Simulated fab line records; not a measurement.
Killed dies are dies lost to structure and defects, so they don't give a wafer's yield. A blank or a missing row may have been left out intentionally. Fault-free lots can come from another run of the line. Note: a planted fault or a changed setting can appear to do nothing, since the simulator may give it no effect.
Lot-split experiment | flow n5-finfet | on a route of 1938 steps: 7 lots, 21 wafers read

== ABOUT THE SPLIT ==
At N5_BEOL_M3_TRENCH_ETCH_37 (etches SiOC in C4F6/O2, target depth 55.555 nm, time 29.2 s), the setting time-s was moved away from the recipe's 29.2 s on 5 of the 21 wafers read, by -11.1% to +21.5%. All remaining wafers had this setting at the recipe value.

== FROM THE SPLIT TO THE READING: what the file shows between them, 2 steps ==
- N5_BEOL_M3_ETCH_41: etches SiCN in CH3F/O2, target depth 29.9 nm, time 52.5 s (also split here: target-depth-a)
- N5_BEOL_M3_STRIP_97: strips in N2/H2, time 10 s

== THE READING ==
trench-depth-nm, in nm, at N5_BEOL_M3_OCD_MEAS_38. A value of 55.1 nm with a standard deviation of 0.75 nm is what fault-free wafers of this fab line usually give.

wafer  | tool, chamber at the split | time-s as run, s | against the recipe | trench-depth-nm, nm | against lot-mates on the recipe
L075.3 | rie-diel-06, 3             | 29.2             | recipe             | 55.9                | -
L075.4 | rie-diel-06, 2             | 29.2             | recipe             | 53.9                | -
L075.5 | rie-diel-06, 3             | 29.2             | recipe             | 56.1                | -
L077.1 | rie-diel-06, 2             | 29.2             | recipe             | 53.3                | -
L077.3 | rie-diel-06, 0             | 29.2             | recipe             | 55.0                | -
L077.6 | rie-diel-06, 1             | 29.2             | recipe             | 54.1                | -
L084.2 | rie-diel-02, 0             | 29.2             | recipe             | 54.9                | -
L084.5 | rie-diel-02, 3             | 29.2             | recipe             | 54.8                | -
L084.6 | rie-diel-02, 2             | 29.2             | recipe             | 53.9                | -
L086.1 | rie-diel-02, 2             | 29.2             | recipe             | 54.0                | -
L086.4 | rie-diel-02, 1             | 29.2             | recipe             | 55.5                | -
L086.6 | rie-diel-02, 2             | 35.48            | +21.5%             | 66.7                | +12.0
L087.3 | rie-diel-02, 2             | 29.2             | recipe             | 54.0                | -
L087.4 | rie-diel-02, 0             | 29.2             | recipe             | 55.1                | -
L087.6 | rie-diel-02, 0             | 26.42            | -9.5%              | 49.7                | -4.8
L091.1 | rie-diel-02, 1             | 29.2             | recipe             | 55.1                | -
L091.3 | rie-diel-02, 0             | 29.2             | recipe             | 55.1                | -
L091.4 | rie-diel-02, 2             | 29.2             | recipe             | 54.4                | -
L097.4 | rie-diel-02, 3             | 25.96            | -11.1%             | 49.6                | no lot-mate on the recipe
L097.5 | rie-diel-02, 2             | 25.96            | -11.1%             | 48.8                | no lot-mate on the recipe
L097.6 | rie-diel-02, 1             | 25.96            | -11.1%             | 49.6                | no lot-mate on the recipe

FIT RESULTS
A straight line over all 21 wafers: trench-depth-nm changes by +0.527 nm for each +1% of time-s; r = +0.98; the points scatter about the line by 0.75 nm.
The same after taking each lot's own level away (the mean of its wafers on the recipe; 18 wafers): +0.547 nm for each +1%; r = +0.98; scatter 0.67 nm.
The reading moves by 12 nm for the largest change in time-s, on that fit.
The span of the lots' own levels, 54.13 to 55.30 nm, comes to 1.6 times the standard deviation stated above.
The two slopes are in agreement: the lot-to-lot level therefore moves the slope only a little.
Check: with one of the wafers moved furthest among these (+21.5%) left out of the fit, the line predicts +11 nm for it against its lot-mates. Against them it came out at +12 nm.

== FURTHER SPLITS ON THESE WAFERS ==
Note: prior to the reading, these wafers also went through further splits. Each is held against what the fit with the lots' levels taken away leaves over:
other split on the same wafers    | wafers away from the commonest value | r with trench-depth-nm (lot level and that fit taken away)
N5_BEOL_M1_COAT_76 temp-c         | 5                                    | -0.16
N5_BEOL_M2_DESCUM_33 time-s       | 6                                    | +0.51
N5_BEOL_M2_ETCH_69 bias-w         | 6                                    | -0.19
N5_BEOL_M3_ETCH_41 target-depth-a | 6                                    | +0.01

== THE WHOLE CHAIN: every reading that the file lists as answering this split, in the file's order ==
step                      | what it does                                                | reading                                                                   | change (the file's fit)               | r (the file's)
N5_BEOL_M3_TRENCH_ETCH_37 | etches SiOC in C4F6/O2, target depth 55.555 nm, time 29.2 s | BEOL_M3.feature-depth-nm (the simulator's own value, which no gauge read) | +0.521 nm for each +1% of the setting | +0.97
N5_BEOL_M3_TRENCH_ETCH_37 | etches SiOC in C4F6/O2, target depth 55.555 nm, time 29.2 s | etch.depth-nm (the simulator's own value, which no gauge read)            | +0.518 nm for each +1% of the setting | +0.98
N5_BEOL_M3_OCD_MEAS_38    |                                                             | trench-depth-nm                                                           | +0.55 nm for each +1% of the setting  | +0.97

== THE FILE'S OWN FIT ==
trench-depth-nm changes by +0.55 nm for each +1% of time-s, r = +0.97.
